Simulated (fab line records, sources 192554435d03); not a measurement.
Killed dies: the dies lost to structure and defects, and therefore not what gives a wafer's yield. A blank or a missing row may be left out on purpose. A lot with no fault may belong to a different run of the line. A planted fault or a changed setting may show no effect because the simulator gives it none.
Matching of chambers -- flow n5-finfet -- rie-diel-01 running N5_BEOL_M0_STRIP_104: 4 sister chambers
The step strips in N2/H2. 4 wafers are shown with their chamber, then 10 later ones without.

## WAFERS WITH THEIR CHAMBER
wafer,chamber,showerhead-plenum-p-Torr (Torr)
L081.3,2,2.54
L084.1,1,2.69
L087.1,0,2.58
L087.2,3,2.41

## WAFERS WITH NO CHAMBER GIVEN
wafer,showerhead-plenum-p-Torr (Torr)
L087.4,2.69
L090.1,2.58
L090.3,2.41
L090.5,2.54
L093.3,2.40
L093.4,2.40
L093.6,2.68
L094.4,2.68
L094.5,2.40
L094.6,2.54

## CHAMBER TAKEN BY EACH
wafer,from the rows above,in truth
L087.4,1,1
L090.1,0,0
L090.3,3,3
L090.5,2,2
L093.3,3,3
L093.4,3,3
L093.6,1,1
L094.4,1,1
L094.5,3,3
L094.6,2,2
10 of 10 placed correctly. Can't be placed from these rows: 0. 0 placed wrongly.
How it was worked out, from the rows above alone: a wafer's distance from a chamber is the root of the sum, over the readings, of the square of ((its reading less the chamber's mean) divided by the reading's scatter). The wafer belongs to the nearest chamber; if the next one is less than 2 further off, it can't be placed. Each chamber's mean is taken over the wafers shown for it. The scatter: with one shown wafer a chamber, the root of the mean of the squares of how far each hidden wafer lies from its nearest shown one.
